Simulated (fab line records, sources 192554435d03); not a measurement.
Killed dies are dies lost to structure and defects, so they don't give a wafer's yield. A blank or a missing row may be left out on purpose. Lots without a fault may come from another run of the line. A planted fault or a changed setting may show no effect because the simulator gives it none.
Which tool did it? | flow n5_finfet | 24 lots, 72 wafers sampled, at 1 step of a route of 1938

WHAT THE GAUGES READ, wafer by wafer
N5_BEOL_M0_CUTY_OVL_MEAS_58.
lot  | measured     | on         | M0_ABLK_OVL (nm)
L074 | day 5 22:48  | overlay-02 | -0.1 -0.2 -0.4
L075 | day 6 01:47  | overlay-01 | -0.8 -0.7 -1.2
L076 | day 6 05:35  | overlay-01 | -0.8 0.2 -0.7
L077 | day 6 13:19  | overlay-01 | -0.8 0.1 -1.0
L078 | day 6 16:50  | overlay-01 | 0.7 0.0 -0.3
L079 | day 6 22:07  | overlay-02 | 0.0 -0.7 -0.5
L080 | day 7 03:37  | overlay-02 | -0.3 -0.4 0.5
L081 | day 7 15:09  | overlay-02 | -0.5 -1.0 -0.3
L082 | day 7 16:06  | overlay-02 | -2.1 -1.5 -1.6
L083 | day 7 23:08  | overlay-01 | 0.1 -0.5 0.8
L084 | day 8 06:53  | overlay-02 | 0.5 0.7 0.2
L085 | day 8 23:46  | overlay-02 | 0.1 -0.4 -0.3
L086 | day 9 00:24  | overlay-01 | 0.5 1.1 0.8
L087 | day 9 09:34  | overlay-01 | 0.3 0.4 0.1
L088 | day 9 13:41  | overlay-01 | 0.2 -0.1 -0.3
L089 | day 9 17:35  | overlay-01 | 0.1 -0.8 -0.2
L090 | day 9 22:57  | overlay-01 | -1.1 -1.0 -0.9
L091 | day 10 01:53 | overlay-02 | 0.2 -0.6 -0.4
L092 | day 10 07:31 | overlay-02 | 0.0 0.4 0.7
L093 | day 10 20:54 | overlay-02 | 0.0 0.2 0.5
L094 | day 10 22:58 | overlay-01 | 0.1 0.1 -1.3
L095 | day 11 04:47 | overlay-02 | 1.1 0.3 0.4
L096 | day 11 13:49 | overlay-01 | 0.0 0.6 -0.5
L097 | day 11 14:45 | overlay-01 | -1.5 -1.0 -1.2

WHICH TOOL RAN EACH LOT (tool, then ch and the chambers of the sampled wafers, then the start)
The record holds no process step before these readings.

WHAT THE TOOLS THEMSELVES READ (means of the sampled wafers that have a number; where no wafer has one, the mark that the record gives instead)
The record holds no such reading with a usual standard deviation.

THE ANSWER, worked out from the rows above alone
Rule: what is usual is taken from the lots themselves. Put in order of their means at a reading, lots are off if they are a third of the lots or fewer, leave a main group of 4 or more, and stand apart from it by a gap of 3 or more times the standard deviation of the main group's means; of several such gaps the widest counts. A main group whose means are all the same, to the digits that the tables above print for the reading, isn't used. A lot without any number at a reading at which 4 lots or more have one is off too. The other lots that the step has rows for count as sound. The gauges are gone through in route order, then the tools' own readings, and for those a lot's mean is taken as printed above. The first step at which some lot is off is used, and at that step the reading that is off furthest; a lot without a number counts as furthest.
No lot is off at any reading shown: from this, nothing can be told.

WHAT THE SIMULATOR HAD PUT IN
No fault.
